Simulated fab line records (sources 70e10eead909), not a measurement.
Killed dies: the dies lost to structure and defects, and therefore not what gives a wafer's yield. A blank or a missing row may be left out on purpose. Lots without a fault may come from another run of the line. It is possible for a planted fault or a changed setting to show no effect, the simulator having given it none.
Chamber matching || flow nandHarc || cmp-01 running NHARC_A_STAIRCASE_CMP_450: 4 sister chambers
The step polishes SiO2, target thk 200 nm. 16 wafers are shown with their chamber, then 8 later ones without.

== WAFERS, EACH WITH ITS CHAMBER ==
{"wafer": "L286.1", "chamber": 2, "motorCurrentA (A)": 12.7, "retainingRingPressureFrac": 1.001}
{"wafer": "L286.5", "chamber": 1, "motorCurrentA (A)": 13.4, "retainingRingPressureFrac": 1.013}
{"wafer": "L286.6", "chamber": 2, "motorCurrentA (A)": 14.1, "retainingRingPressureFrac": 1.000}
{"wafer": "L289.1", "chamber": 1, "motorCurrentA (A)": 13.2, "retainingRingPressureFrac": 0.998}
{"wafer": "L289.5", "chamber": 0, "motorCurrentA (A)": 11.9, "retainingRingPressureFrac": 0.997}
{"wafer": "L289.6", "chamber": 3, "motorCurrentA (A)": 11.9, "retainingRingPressureFrac": 1.007}
{"wafer": "L296.2", "chamber": 2, "motorCurrentA (A)": 13.2, "retainingRingPressureFrac": 0.999}
{"wafer": "L296.3", "chamber": 0, "motorCurrentA (A)": 13.5, "retainingRingPressureFrac": 0.996}
{"wafer": "L296.6", "chamber": 1, "motorCurrentA (A)": 13.5, "retainingRingPressureFrac": 1.006}
{"wafer": "L298.1", "chamber": 1, "motorCurrentA (A)": 13.6, "retainingRingPressureFrac": 1.003}
{"wafer": "L298.4", "chamber": 0, "motorCurrentA (A)": 13.2, "retainingRingPressureFrac": 1.004}
{"wafer": "L298.5", "chamber": 3, "motorCurrentA (A)": 11.5, "retainingRingPressureFrac": 1.005}
{"wafer": "L306.3", "chamber": 0, "motorCurrentA (A)": 13.6, "retainingRingPressureFrac": 1.007}
{"wafer": "L306.5", "chamber": 2, "motorCurrentA (A)": 14.3, "retainingRingPressureFrac": 0.998}
{"wafer": "L306.6", "chamber": 1, "motorCurrentA (A)": 14.1, "retainingRingPressureFrac": 1.002}
{"wafer": "L308.4", "chamber": 1, "motorCurrentA (A)": 13.2, "retainingRingPressureFrac": 0.997}

SIGNATURES (averages over the wafers above)
{"reading": "motorCurrentA", "chamber 0": 13.050, "chamber 1": 13.500, "chamber 2": 13.575, "chamber 3": 11.700, "scatter within a chamber": 0.591}
{"reading": "retainingRingPressureFrac", "chamber 0": 1.00100, "chamber 1": 1.00317, "chamber 2": 0.99950, "chamber 3": 1.00600, "scatter within a chamber": 0.00469}
Rule: for a wafer and a chamber, the distance is found by dividing, reading by reading, the gap between the wafer's reading and the chamber's mean by the reading's scatter, squaring, summing and taking the root. The wafer belongs to the nearest chamber; if the next one is less than 2 further off, it can't be placed. The scatter is the square root of a quotient: the sum, over the shown wafers, of each reading's squared deviation from its chamber's mean, divided by wafers minus chambers.

== WAFERS WITHOUT THEIR CHAMBER ==
{"wafer": "L308.5", "motorCurrentA (A)": 11.6, "retainingRingPressureFrac": 1.000}
{"wafer": "L308.6", "motorCurrentA (A)": 13.9, "retainingRingPressureFrac": 1.000}
{"wafer": "L307.1", "motorCurrentA (A)": 12.9, "retainingRingPressureFrac": 0.989}
{"wafer": "L307.3", "motorCurrentA (A)": 11.5, "retainingRingPressureFrac": 1.007}
{"wafer": "L307.4", "motorCurrentA (A)": 13.4, "retainingRingPressureFrac": 1.001}
{"wafer": "L309.1", "motorCurrentA (A)": 11.4, "retainingRingPressureFrac": 1.001}
{"wafer": "L309.4", "motorCurrentA (A)": 12.4, "retainingRingPressureFrac": 1.012}
{"wafer": "L309.6", "motorCurrentA (A)": 11.7, "retainingRingPressureFrac": 0.998}

== THE CHAMBER EACH PASSED THROUGH ==
{"wafer": "L308.5", "from the rows above": "can't be placed: 3 or 0 or 1", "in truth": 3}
{"wafer": "L308.6", "from the rows above": "can't be placed: 2 or 1 or 0", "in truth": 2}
{"wafer": "L307.1", "from the rows above": "can't be placed: 2 or 0 or 1 or 3", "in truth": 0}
{"wafer": "L307.3", "from the rows above": 3, "in truth": 3}
{"wafer": "L307.4", "from the rows above": "can't be placed: 2 or 1 or 0", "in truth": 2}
{"wafer": "L309.1", "from the rows above": "can't be placed: 3 or 0", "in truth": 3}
{"wafer": "L309.4", "from the rows above": "can't be placed: 3 or 0 or 1 or 2", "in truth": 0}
{"wafer": "L309.6", "from the rows above": "can't be placed: 3 or 0 or 2 or 1", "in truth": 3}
Placed correctly: 1 of 8. These rows do not allow placing 7 (true chamber among the candidates in 7). 0 placed wrongly.
